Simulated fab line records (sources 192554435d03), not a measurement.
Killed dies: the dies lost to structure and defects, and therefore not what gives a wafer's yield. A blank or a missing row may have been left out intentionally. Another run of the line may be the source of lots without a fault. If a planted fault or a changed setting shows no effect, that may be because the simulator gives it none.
fab line records ; flow n5-finfet
[record] lots = 7; wafers = 21
route steps=1938 shown BEOL_M0_CUTY@711 BEOL_M0@721 BEOL_M1@755 BEOL_M2@879
start-h: start of the lot's first displayed wafer, in hours after the record's first day ; wait-h: hours since the lot's step before ; " repeats the value in the row above ; L1.1+2: a single row standing in for several wafers ; - value missing, or start not given ; * or withheld: withheld ; < > ~ a bound
route shown NAME@n: NAME is a module with steps in the file, n the number in the route of the first one ; usual: mean/standard deviation taken from wafers without a fault ; same: alike in all rows ; chamber/n: place in a boat ; sites: per-site readings ; _std_site: standard deviation of those values ; _edge_site: mean of outer sites minus mean of inner sites ; radius-mm: how far each site lies from the wafer's centre ; mask NAME#n: copy n ; behind: the last tool/chamber to shape the wafer ; hold: reason for holding the lot/hours on hold/outcome of the hold ; device: transistor that didn't switch, given as n, p or np ; end of line: the same wafers' tests at the end of the route ; a step given without rows: its recipe and nothing more ; killed: dies lost to structure and defects at the first sort, not the wafer's yield ; map: per-die view of a wafer (x killed, . not killed, _ where there is no die)
set.NAME: the setting the step ran with; set.NAME@STEP: the setting that earlier step ran with ; model.NAME: the simulator's own value behind a step, which no gauge read
lots with deliberately changed settings; one table per step, one row per wafer
[[steps]]
[step N5_BEOL_M0_CUTY_DESCUM_61]
[recipe] chemistry = O2; time-s = 7.9; source-power-w = 50; bias-power-w = 20; pressure-mtorr = 20; rf-frequency-hz = 2.712e+07; temp-c = 40; resist = CAR-ArF-block; o2-flow-sccm = 225
lot.wafer;tool;chamber;start-h;wait-h;set.time-s;model.CAR-ArF-block_of_BEOL_M0_CUTY_COAT_51.thk-nm
L074.1;rie-diel-02;2;112.48;0.1;7.9;142.4
L074.3+4;rie-diel-02;1,3;112.48;0.1;7.9;143
L081.4;rie-diel-01;1;155.48;0.0;7.9;144
L081.5;rie-diel-01;2;155.48;0.0;7.9;143.8
L081.6;rie-diel-01;3;155.48;0.0;9.652;142.6
L084.1;rie-diel-04;2;169.63;0.0;8.631;142.8
L084.2;rie-diel-04;3;169.63;0.0;7.9;143.8
L084.6;rie-diel-04;3;169.63;0.0;7.9;143.6
L086.3;rie-diel-01;1;188.29;0.0;7.9;143.6
L086.4;rie-diel-01;2;188.29;0.0;9.272;143.2
L086.5;rie-diel-01;0;188.29;0.0;9.272;142.8
L089.2;rie-diel-02;0;201.35;0.0;6.144;144.4
L089.3+6;rie-diel-02;2;201.35;0.0;7.9;143
L090.2+5;rie-diel-02;1,2;207.66;0.0;7.9;143
L090.3;rie-diel-02;3;207.66;0.0;7.9;143.2
L091.3;rie-diel-04;0;216.01;0.1;7.9;143.6
L091.4;rie-diel-04;1;216.01;0.1;7.9;143.4
L091.6;rie-diel-04;3;216.01;0.1;6.784;143.8
[step N5_BEOL_M0_CUTY_ETCH_62]
[recipe] chemistry = CF4; target = SiARC; mask-material = CAR-ArF-block; time-s = 58.5; ion-energy-ev = 80; pressure-mtorr = 40; source-w = 545; bias-w = 36; Ar_flow_sccm = 100; cf4-flow-sccm = 100; ends = cleared
lot.wafer;tool;chamber;start-h;wait-h;set.time-s@BEOL_M0_CUTY_DESCUM_61;model.CAR-ArF-block_of_BEOL_M0_CUTY_COAT_51.thk-nm
L074.1;rie-diel-02;2;112.52;0.0;7.9;117.4
L074.3;rie-diel-02;1;112.52;0.0;7.9;118
L074.4;rie-diel-02;3;112.52;0.0;7.9;117.8
L081.4+5;rie-diel-01;1,2;155.52;0.0;7.9;118.8
L081.6;rie-diel-01;3;155.52;0.0;9.652;117.6
L084.1;rie-diel-04;2;169.66;0.0;8.631;117.6
L084.2+6;rie-diel-04;3;169.66;0.0;7.9;118.6
L086.3;rie-diel-01;1;188.33;0.0;7.9;118.6
L086.4;rie-diel-01;2;188.33;0.0;9.272;118
L086.5;rie-diel-01;0;188.33;0.0;9.272;117.8
L089.2;rie-diel-02;0;201.39;0.0;6.144;119.4
L089.3+6;rie-diel-02;2;201.39;0.0;7.9;118
L090.2+3+5;rie-diel-02;1,3,2;207.70;0.0;7.9;118
L091.3;rie-diel-04;0;216.05;0.0;7.9;118.6
L091.4;rie-diel-04;1;216.05;0.0;7.9;118.4
L091.6;rie-diel-04;3;216.05;0.0;6.784;118.6
[step N5_BEOL_M0_TRENCH_ETCH_107]
[recipe] chemistry = C4F6/O2; target-depth-a = 328; target = SiOC; time-s = 16.4; ion-energy-ev = 250; pressure-mtorr = 30; source-w = 355; bias-w = 185; Ar_flow_sccm = 300; C4F6_flow_sccm = 10; O2_flow_sccm = 10
lot.wafer;tool;chamber;start-h;wait-h;set.target-depth-a;model.BEOL_M0.feature-depth-nm
L074.1;rie-diel-01;2;113.25;0.0;328;33
L074.3;rie-diel-01;1;113.25;0.0;328;33.6
L074.4;rie-diel-01;0;113.25;0.0;328;32.8
L081.4;rie-diel-01;0;159.02;0.0;328;32.8
L081.5;rie-diel-01;0;159.02;0.0;355.7;35.4
L081.6;rie-diel-01;1;159.02;0.0;355.7;36
L084.1;rie-diel-04;2;170.57;0.0;298.1;30.8
L084.2;rie-diel-04;1;170.57;0.0;298.1;29.8
L084.6;rie-diel-04;0;170.57;0.0;328;32.8
L086.3;rie-diel-02;3;190.33;0.0;344.4;35
L086.4;rie-diel-02;2;190.33;0.0;344.4;34.6
L086.5;rie-diel-02;0;190.33;0.0;328;32
L089.2;rie-diel-04;2;202.31;0.0;360.9;37
L089.3;rie-diel-04;1;202.31;0.0;328;32.4
L089.6;rie-diel-04;3;202.31;0.0;360.9;36.2
L090.2;rie-diel-02;0;208.72;0.0;328;31.8
L090.3;rie-diel-02;2;208.72;0.0;328;33
L090.5;rie-diel-02;3;208.72;0.0;328;33.2
L091.3;rie-diel-04;1;221.15;0.0;346.9;34.2
L091.4;rie-diel-04;0;221.15;0.0;328;32.6
L091.6;rie-diel-04;1;221.15;0.0;328;32.4
[step N5_BEOL_M0_STRIP_142]
[recipe] chemistry = N2/H2; time-s = 10; power-w = 450; temp-c = 40; pressure-mtorr = 20; rf-frequency-hz = 6e+07; bias-power-w = 7; n2-flow-sccm = 200; h2-flow-sccm = 200
[step N5_BEOL_M0_OCD_MEAS_108]
[usual] trench-depth-nm = 32.8/0.56
lot.wafer;tool;chamber;start-h;wait-h;set.target-depth-a@BEOL_M0_TRENCH_ETCH_107;trench-depth-nm
L074.1;ocd-02;-;113.35;0.1;328;32.5
L074.3;ocd-02;-;113.35;0.1;328;33.6
L074.4;ocd-02;-;113.35;0.1;328;33.0
L081.4;ocd-02;-;159.13;0.1;328;32.5
L081.5;ocd-02;-;159.13;0.1;355.7;35.5
L081.6;ocd-02;-;159.13;0.1;355.7;36.5
L084.1;ocd-02;-;170.67;0.1;298.1;31.1
L084.2;ocd-02;-;170.67;0.1;298.1;30.1
L084.6;ocd-02;-;170.67;0.1;328;32.7
L086.3;ocd-01;-;190.44;0.1;344.4;35.0
L086.4;ocd-01;-;190.44;0.1;344.4;35.0
L086.5;ocd-01;-;190.44;0.1;328;32.5
L089.2;ocd-02;-;202.41;0.1;360.9;37.2
L089.3;ocd-02;-;202.41;0.1;328;32.5
L089.6;ocd-02;-;202.41;0.1;360.9;36.4
L090.2;ocd-01;-;208.83;0.1;328;31.6
L090.3;ocd-01;-;208.83;0.1;328;33.4
L090.5;ocd-01;-;208.83;0.1;328;32.9
L091.3;ocd-01;-;221.25;0.1;346.9;34.3
L091.4;ocd-01;-;221.25;0.1;328;32.1
L091.6;ocd-01;-;221.25;0.1;328;32.5
[step N5_BEOL_M1_COAT_61]
[recipe] resist = SOC; temp-c = 250; time-s = 60; spin-rpm = 1500; resist-thk-nm = 60
lot.wafer;tool;chamber;start-h;wait-h;set.spin-rpm;model.SOC_of_BEOL_M1_COAT_61.thk-nm
L074.1+3+4;litho-track-05;0;119.49;0.1;1500;60
L081.4;litho-track-03;0;164.58;0.1;1500;60
L081.5+6;litho-track-03;0;164.58;0.1;1500;59.8
L084.1+6;litho-track-03;0;176.12;0.1;1655;57.2
L084.2;litho-track-03;0;176.12;0.1;1500;60
L086.3+4;litho-track-03;0;195.90;0.1;1437;61.2
L086.5;litho-track-03;0;195.90;0.1;1500;60
L089.2+6;litho-track-04;0;208.76;0.1;1500;60.2
L089.3;litho-track-04;0;208.76;0.1;1500;60
L090.2+3+5;litho-track-04;0;213.80;0.1;1500;60.2
L091.3+4;litho-track-05;0;227.93;0.1;1500;59.6
L091.6;litho-track-05;0;227.93;0.1;1398;61.6
[step N5_BEOL_M1_EXPOSE_08]
[recipe] mask-id = M1; na = 0.33; source-shape = dipole; sigma-inner = 0.369; sigma-outer = 0.767; polarization = unpolarized; dose-mj = 33
lot.wafer;tool;chamber;start-h;wait-h;mask;set.dose-mj
L074.1;euv-scanner-01;0;119.62;-;M1#0;33
L074.3+4;euv-scanner-01;0;119.62;-;M1#0;34.14
L081.4+5+6;euv-scanner-02;0;164.86;-;M1#0;33
L084.1+2;euv-scanner-01;0;176.26;-;M1#0;31.79
L084.6;euv-scanner-01;0;176.26;-;M1#0;33
L086.3+5;euv-scanner-02;0;196.18;-;M1#0;34.72
L086.4;euv-scanner-02;0;196.18;-;M1#0;33
L089.2+3+6;euv-scanner-02;0;209.02;-;M1#0;33
L090.2+3+5;euv-scanner-02;0;213.94;-;M1#0;33
L091.3+6;euv-scanner-02;0;228.07;-;M1#0;33
L091.4;euv-scanner-02;0;228.07;-;M1#0;30.66
[step N5_BEOL_M1_PEB_09]
[recipe] peb-temp-c = 100; peb-time-s = 60; resist = CAR-EUV
[step N5_BEOL_M1_DEVELOP_10]
[recipe] develop-time-s = 30; developer = TMAH; resist = CAR-EUV; rinse-liquid = surfactant-rinse; dry = air-spin; dev-temp-c = 23
[step N5_BEOL_M1_DESCUM_16]
[recipe] chemistry = O2; time-s = 7; source-power-w = 50; bias-power-w = 20; pressure-mtorr = 20; rf-frequency-hz = 2.712e+07; temp-c = 40; resist = CAR-EUV; o2-flow-sccm = 225
[step N5_BEOL_M1_ETCH_74]
[recipe] chemistry = N2/H2; target = underlayer; target-depth-a = 65; mask-material = CAR-EUV; time-s = 5.2; ion-energy-ev = 200; pressure-mtorr = 30; source-w = 840; bias-w = 150; n2-flow-sccm = 200; h2-flow-sccm = 200; ends = cleared
lot.wafer;tool;chamber;start-h;wait-h;set.dose-mj@BEOL_M1_EXPOSE_08;model.BEOL_M1.cd-offset-nm
L074.1;rie-diel-03;2;119.91;0.0;33;0
L074.3;rie-diel-03;0;119.91;0.0;34.14;0.8
L074.4;rie-diel-03;3;119.91;0.0;34.14;0.6
L081.4+5;rie-diel-03;3,0;165.20;0.0;33;0.2
L081.6;rie-diel-03;1;165.20;0.0;33;0
L084.1;rie-diel-03;1;176.54;0.0;31.79;-0.8
L084.2;rie-diel-03;2;176.54;0.0;31.79;-0.6
L084.6;rie-diel-03;3;176.54;0.0;33;0
L086.3+5;rie-diel-06;0,1;196.46;0.0;34.72;1
L086.4;rie-diel-06;2;196.46;0.0;33;-0.2
L089.2+6;rie-diel-05;2,1;209.30;0.0;33;0
L089.3;rie-diel-05;3;209.30;0.0;33;0.2
L090.2;rie-diel-06;1;214.22;0.0;33;0.2
L090.3;rie-diel-06;0;214.22;0.0;33;0
L090.5;rie-diel-06;0;214.22;0.0;33;0.4
L091.3;rie-diel-06;0;229.06;0.0;33;0
L091.4;rie-diel-06;1;229.06;0.0;30.66;-1.6
L091.6;rie-diel-06;1;229.06;0.0;33;-0.2
[step N5_BEOL_M1_ETCH_63]
[recipe] chemistry = CF4; target = SiARC; target-depth-a = 156; mask-material = CAR-EUV; time-s = 26; ion-energy-ev = 80; pressure-mtorr = 40; source-w = 545; bias-w = 36; Ar_flow_sccm = 100; cf4-flow-sccm = 100; ends = cleared
lot.wafer;tool;chamber;start-h;wait-h;set.dose-mj@BEOL_M1_EXPOSE_08;model.BEOL_M1.cd-offset-nm
L074.1;rie-diel-03;2;119.92;0.0;33;0
L074.3;rie-diel-03;0;119.92;0.0;34.14;0.8
L074.4;rie-diel-03;3;119.92;0.0;34.14;0.4
L081.4+5;rie-diel-03;3,0;165.21;0.0;33;0
L081.6;rie-diel-03;1;165.21;0.0;33;0.2
L084.1+2;rie-diel-03;1,2;176.56;0.0;31.79;-0.8
L084.6;rie-diel-03;3;176.56;0.0;33;-0.2
L086.3;rie-diel-06;0;196.48;0.0;34.72;1.2
L086.4;rie-diel-06;2;196.48;0.0;33;-0.2
L086.5;rie-diel-06;1;196.48;0.0;34.72;1
L089.2;rie-diel-05;2;209.32;0.0;33;0
L089.3+6;rie-diel-05;3,1;209.32;0.0;33;0.2
L090.2+5;rie-diel-06;1,0;214.23;0.0;33;0.4
L090.3;rie-diel-06;0;214.23;0.0;33;0.2
L091.3;rie-diel-06;0;229.09;0.0;33;0.2
L091.4;rie-diel-06;1;229.09;0.0;30.66;-1.6
L091.6;rie-diel-06;1;229.09;0.0;33;-0.2
[step N5_BEOL_M1_ETCH_64]
[recipe] chemistry = N2/H2; target = SOC; target-depth-a = 750; overetch-a = 150; mask-material = SiARC; temp-c = 40; time-s = 112.5; ion-energy-ev = 200; pressure-mtorr = 30; source-w = 840; bias-w = 150; n2-flow-sccm = 200; h2-flow-sccm = 200
lot.wafer;tool;chamber;start-h;wait-h;set.spin-rpm@BEOL_M1_COAT_61;set.dose-mj@BEOL_M1_EXPOSE_08;model.etch.depth-nm;model.BEOL_M1.cd-offset-nm
L074.1;rie-diel-03;2;119.95;0.0;1500;33;59.92;0.2
L074.3;rie-diel-03;0;119.95;0.0;1500;34.14;59.97;0.8
L074.4;rie-diel-03;3;119.95;0.0;1500;34.14;60.06;0.6
L081.4;rie-diel-03;3;165.24;0.0;1500;33;59.95;0
L081.5;rie-diel-03;0;165.24;0.0;1500;33;59.82;0
L081.6;rie-diel-03;1;165.24;0.0;1500;33;59.89;0.4
L084.1;rie-diel-03;1;176.59;0.0;1655;31.79;57.2;-0.4
L084.2;rie-diel-03;2;176.59;0.0;1500;31.79;60.04;-0.6
L084.6;rie-diel-03;3;176.59;0.0;1655;33;57.2;-0.2
L086.3;rie-diel-06;0;196.51;0.0;1437;34.72;61.19;0.8
L086.4;rie-diel-06;2;196.51;0.0;1437;33;61.17;-0.2
L086.5;rie-diel-06;1;196.51;0.0;1500;34.72;59.99;1.2
L089.2;rie-diel-05;2;209.35;0.0;1500;33;60.15;0.4
L089.3;rie-diel-05;3;209.35;0.0;1500;33;60;0.2
L089.6;rie-diel-05;1;209.35;0.0;1500;33;60.17;0.4
L090.2;rie-diel-06;1;214.26;0.0;1500;33;60.26;0.6
L090.3;rie-diel-06;0;214.26;0.0;1500;33;60.29;0
L090.5;rie-diel-06;0;214.26;0.0;1500;33;60.23;0.4
L091.3;rie-diel-06;0;229.17;0.1;1500;33;59.69;0
L091.4;rie-diel-06;1;229.17;0.1;1500;30.66;59.59;-1.6
L091.6;rie-diel-06;1;229.17;0.1;1398;33;61.66;0
[step N5_BEOL_M1_STRIP_65]
[recipe] chemistry = N2/H2; temp-c = 40; n2-flow-sccm = 200; h2-flow-sccm = 200; rf-frequency-hz = 6e+07
[step N5_BEOL_M1_STRIP_75]
[recipe] chemistry = N2/H2; temp-c = 40; n2-flow-sccm = 200; h2-flow-sccm = 200; rf-frequency-hz = 6e+07
[step N5_BEOL_M1_STRIP_66]
[recipe] chemistry = CF4; resist = SiARC; power-w = 300; bias-power-w = 75; pressure-mtorr = 50; cf4-flow-sccm = 150; rf-frequency-hz = 6e+07
[step N5_BEOL_M1_HM_OPEN_17]
[recipe] chemistry = Cl2/BCl3; target-depth-a = 200; overetch-a = 60; target = TiN; mask-material = SOC; ion-energy-ev = 150; pressure-mtorr = 10; icp-w = 1000; bias-w = 126; Cl2_flow_sccm = 53.25; bcl3-flow-sccm = 21.75; Ar_flow_sccm = 25
lot.wafer;tool;chamber;start-h;wait-h;set.dose-mj@BEOL_M1_EXPOSE_08;model.BEOL_M1.cd-offset-nm
L074.1;rie-metal-03;0;120.12;0.0;33;0.2
L074.3;rie-metal-03;0;120.12;0.0;34.14;0.8
L074.4;rie-metal-03;1;120.12;0.0;34.14;0.6
L081.4+5;rie-metal-03;1;165.50;0.1;33;0
L081.6;rie-metal-03;1;165.50;0.1;33;0.4
L084.1+2;rie-metal-02;1,0;176.76;0.0;31.79;-0.6
L084.6;rie-metal-02;0;176.76;0.0;33;-0.2
L086.3;rie-metal-03;1;196.70;0.1;34.72;0.8
L086.4;rie-metal-03;0;196.70;0.1;33;-0.2
L086.5;rie-metal-03;1;196.70;0.1;34.72;1.2
L089.2+3;rie-metal-01;1,0;209.51;0.0;33;0.4
L089.6;rie-metal-01;0;209.51;0.0;33;0.6
L090.2;rie-metal-01;1;214.43;0.0;33;0.8
L090.3;rie-metal-01;1;214.43;0.0;33;0.2
L090.5;rie-metal-01;0;214.43;0.0;33;0.6
L091.3+6;rie-metal-02;1;229.39;0.1;33;-0.2
L091.4;rie-metal-02;0;229.39;0.1;30.66;-1.6
[step N5_BEOL_M1_STRIP_19]
[recipe] chemistry = O2; power-w = 400; temp-c = 40; pressure-mtorr = 30; rf-frequency-hz = 6e+07; bias-power-w = 0; overash-fraction = 0.2; o2-flow-sccm = 225
[step N5_BEOL_M1_CD_MEAS_18]
[recipe] pitch-nm = 36; target-cd-nm = 18
[usual] cd-nm = 18.1/0.35
lot.wafer;tool;chamber;start-h;wait-h;set.dose-mj@BEOL_M1_EXPOSE_08;cd-nm
L074.1;cd-sem-01;-;120.33;0.0;33;18.2
L074.3;cd-sem-01;-;120.33;0.0;34.14;18.7
L074.4;cd-sem-01;-;120.33;0.0;34.14;18.9
L081.4;cd-sem-02;-;165.81;0.0;33;17.8
L081.5;cd-sem-02;-;165.81;0.0;33;17.9
L081.6;cd-sem-02;-;165.81;0.0;33;18.2
L084.1;cd-sem-03;-;176.94;0.0;31.79;17.3
L084.2;cd-sem-03;-;176.94;0.0;31.79;17.5
L084.6;cd-sem-03;-;176.94;0.0;33;17.7
L086.3;cd-sem-02;-;196.86;0.1;34.72;19.0
L086.4;cd-sem-02;-;196.86;0.1;33;17.7
L086.5;cd-sem-02;-;196.86;0.1;34.72;19.2
L089.2;cd-sem-03;-;209.82;0.1;33;18.3
L089.3;cd-sem-03;-;209.82;0.1;33;18.5
L089.6;cd-sem-03;-;209.82;0.1;33;18.6
L090.2;cd-sem-02;-;214.64;0.1;33;18.8
L090.3;cd-sem-02;-;214.64;0.1;33;18.5
L090.5;cd-sem-02;-;214.64;0.1;33;18.5
L091.3;cd-sem-03;-;229.76;0.1;33;18.0
L091.4;cd-sem-03;-;229.76;0.1;30.66;16.4
L091.6;cd-sem-03;-;229.76;0.1;33;18.0
[step N5_BEOL_M2_DESCUM_33]
[recipe] chemistry = O2; time-s = 7; source-power-w = 50; bias-power-w = 20; pressure-mtorr = 20; rf-frequency-hz = 2.712e+07; temp-c = 40; resist = CAR-EUV; o2-flow-sccm = 225
lot.wafer;tool;chamber;start-h;wait-h;set.time-s;model.CAR-EUV_of_BEOL_M2_COAT_22.thk-nm
L074.1;rie-diel-02;3;138.41;0.1;7;26
L074.3;rie-diel-02;2;138.41;0.1;5.678;26.6
L074.4;rie-diel-02;0;138.41;0.1;5.678;26.8
L081.4+5+6;rie-diel-02;2,3,0;184.33;0.0;7;26.2
L084.1+2+6;rie-diel-04;1,0,0;188.18;0.0;7;26
L086.3;rie-diel-04;0;210.60;0.1;7.997;25.6
L086.4+5;rie-diel-04;3;210.60;0.1;7;26
L089.2+3+6;rie-diel-02;3,2,2;223.46;0.0;6.323;26.4
L090.2+5;rie-diel-02;3,2;229.13;0.4;7;26
L090.3;rie-diel-02;0;229.13;0.4;7;26.2
L091.3+6;rie-diel-04;1,0;243.84;0.0;7;26.2
L091.4;rie-diel-04;2;243.84;0.0;7;26
[step N5_BEOL_M2_ETCH_77]
[recipe] chemistry = N2/H2; target = underlayer; target-depth-a = 65; mask-material = CAR-EUV; time-s = 5.2; ion-energy-ev = 200; pressure-mtorr = 30; source-w = 840; bias-w = 150; n2-flow-sccm = 200; h2-flow-sccm = 200; ends = cleared
lot.wafer;tool;chamber;start-h;wait-h;set.time-s@BEOL_M2_DESCUM_33;model.CAR-EUV_of_BEOL_M2_COAT_22.thk-nm
L074.1;rie-diel-02;3;138.44;0.0;7;20.2
L074.3+4;rie-diel-02;2,0;138.44;0.0;5.678;21
L081.4;rie-diel-02;2;184.37;0.0;7;20.6
L081.5+6;rie-diel-02;3,0;184.37;0.0;7;20.4
L084.1+6;rie-diel-04;1,0;188.21;0.0;7;20.4
L084.2;rie-diel-04;0;188.21;0.0;7;20.2
L086.3;rie-diel-04;0;210.63;0.0;7.997;19.8
L086.4+5;rie-diel-04;3;210.63;0.0;7;20.4
L089.2+3+6;rie-diel-02;3,2,2;223.50;0.0;6.323;20.6
L090.2+3+5;rie-diel-02;3,0,2;229.17;0.0;7;20.4
L091.3;rie-diel-04;1;243.87;0.0;7;20.4
L091.4;rie-diel-04;2;243.87;0.0;7;20.2
L091.6;rie-diel-04;0;243.87;0.0;7;20.6
[step N5_BEOL_M2_ETCH_69]
[recipe] chemistry = CF4; target = SiARC; target-depth-a = 156; mask-material = CAR-EUV; time-s = 26; ion-energy-ev = 80; pressure-mtorr = 40; source-w = 545; bias-w = 36; Ar_flow_sccm = 100; cf4-flow-sccm = 100; ends = cleared
lot.wafer;tool;chamber;start-h;wait-h;set.time-s@BEOL_M2_DESCUM_33;model.CAR-EUV_of_BEOL_M2_COAT_22.thk-nm
L074.1;rie-diel-02;3;138.46;0.0;7;11
L074.3+4;rie-diel-02;2,0;138.46;0.0;5.678;11.8
L081.4;rie-diel-02;2;184.39;0.0;7;11.4
L081.5+6;rie-diel-02;3,0;184.39;0.0;7;11.2
L084.1+6;rie-diel-04;1,0;188.23;0.0;7;11.2
L084.2;rie-diel-04;0;188.23;0.0;7;11
L086.3;rie-diel-04;0;210.65;0.0;7.997;10.6
L086.4;rie-diel-04;3;210.65;0.0;7;11
L086.5;rie-diel-04;3;210.65;0.0;7;11.2
L089.2+3+6;rie-diel-02;3,2,2;223.52;0.0;6.323;11.4
L090.2+3;rie-diel-02;3,0;229.18;0.0;7;11
L090.5;rie-diel-02;2;229.18;0.0;7;11.2
L091.3;rie-diel-04;1;243.89;0.0;7;11.2
L091.4;rie-diel-04;2;243.89;0.0;7;11
L091.6;rie-diel-04;0;243.89;0.0;7;11.4
[step N5_BEOL_M2_ALD_98]
[recipe] material = SiO2; target-thk-a = 25; temp-c = 100; ald-precursor-family = BDEAS; ald-co-reactant = O2-plasma; pulse-time-s = 1; co-reactant-pulse-time-s = 1; purge-time-s = 2; co-reactant-purge-time-s = 2; ald-cycles = 17; pressure-torr = 2
[step N5_BEOL_M2_ETCHBACK_99]
[recipe] chemistry = CHF3; target = SiO2; target-depth-a = 50; time-s = 10.4; source-w = 215; bias-w = 47; Ar_flow_sccm = 200; CHF3_flow_sccm = 12; ion-energy-ev = 100; pressure-mtorr = 30
lot.wafer;tool;chamber;start-h;wait-h;set.time-s@BEOL_M2_DESCUM_33;model.CAR-EUV_of_BEOL_M2_COAT_22.thk-nm
L074.1;rie-diel-04;1;142.63;4.0;7;10.4
L074.3+4;rie-diel-04;0,3;142.63;4.0;5.678;11
L081.4+6;rie-diel-04;0;186.79;2.2;7;10.6
L081.5;rie-diel-04;3;186.79;2.2;7;10.4
L084.1+2+6;rie-diel-04;2,1,2;194.41;5.8;7;10.4
L086.3;rie-diel-02;3;213.05;2.3;7.997;10
L086.4+5;rie-diel-02;1,2;213.05;2.3;7;10.4
L089.2+6;rie-diel-04;3,2;238.64;15.0;6.323;10.6
L089.3;rie-diel-04;1;238.64;15.0;6.323;10.8
L090.2;rie-diel-04;3;242.15;11.5;7;10.2
L090.3+5;rie-diel-04;2,0;242.15;11.5;7;10.4
L091.3+4;rie-diel-02;2,3;245.53;0.9;7;10.4
L091.6;rie-diel-02;0;245.53;0.9;7;10.6
[[key]]
[split] step = N5_BEOL_M0_CUTY_DESCUM_61; setting = time-s; stated = 7.9; by = wafer
[response] step = N5_BEOL_M0_CUTY_DESCUM_61; reading = model.CAR-ArF-block_of_BEOL_M0_CUTY_COAT_51.thk-nm; change = -0.0527; per = 1%; r = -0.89
[response] step = N5_BEOL_M0_CUTY_ETCH_62; reading = model.CAR-ArF-block_of_BEOL_M0_CUTY_COAT_51.thk-nm; change = -0.0512; per = 1%; r = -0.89
[split] step = N5_BEOL_M0_TRENCH_ETCH_107; setting = target-depth-a; stated = 328; by = wafer
[response] step = N5_BEOL_M0_TRENCH_ETCH_107; reading = model.BEOL_M0.feature-depth-nm; change = +0.361; per = 1%; r = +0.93
[response] step = N5_BEOL_M0_OCD_MEAS_108; reading = trench-depth-nm; change = +0.367; per = 1%; r = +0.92
[split] step = N5_BEOL_M1_COAT_61; setting = spin-rpm; stated = 1500; by = wafer
[response] step = N5_BEOL_M1_COAT_61; reading = model.SOC_of_BEOL_M1_COAT_61.thk-nm; change = -0.279; per = 1%; r = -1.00
[response] step = N5_BEOL_M1_ETCH_64; reading = model.etch.depth-nm; change = -0.282; per = 1%; r = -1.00
[split] step = N5_BEOL_M1_EXPOSE_08; setting = dose-mj; stated = 33; by = wafer
[response] step = N5_BEOL_M1_ETCH_74; reading = model.BEOL_M1.cd-offset-nm; change = +0.213; per = 1%; r = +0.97
[response] step = N5_BEOL_M1_ETCH_63; reading = model.BEOL_M1.cd-offset-nm; change = +0.218; per = 1%; r = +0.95
[response] step = N5_BEOL_M1_ETCH_64; reading = model.BEOL_M1.cd-offset-nm; change = +0.199; per = 1%; r = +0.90
[response] step = N5_BEOL_M1_HM_OPEN_17; reading = model.BEOL_M1.cd-offset-nm; change = +0.188; per = 1%; r = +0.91
[response] step = N5_BEOL_M1_CD_MEAS_18; reading = cd-nm; change = +0.21; per = 1%; r = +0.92
[split] step = N5_BEOL_M2_DESCUM_33; setting = time-s; stated = 7; by = wafer
[response] step = N5_BEOL_M2_DESCUM_33; reading = model.CAR-EUV_of_BEOL_M2_COAT_22.thk-nm; change = -0.0338; per = 1%; r = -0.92
[response] step = N5_BEOL_M2_ETCH_77; reading = model.CAR-EUV_of_BEOL_M2_COAT_22.thk-nm; change = -0.0423; per = 1%; r = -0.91
[response] step = N5_BEOL_M2_ETCH_69; reading = model.CAR-EUV_of_BEOL_M2_COAT_22.thk-nm; change = -0.0397; per = 1%; r = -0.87
[response] step = N5_BEOL_M2_ETCHBACK_99; reading = model.CAR-EUV_of_BEOL_M2_COAT_22.thk-nm; change = -0.0304; per = 1%; r = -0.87
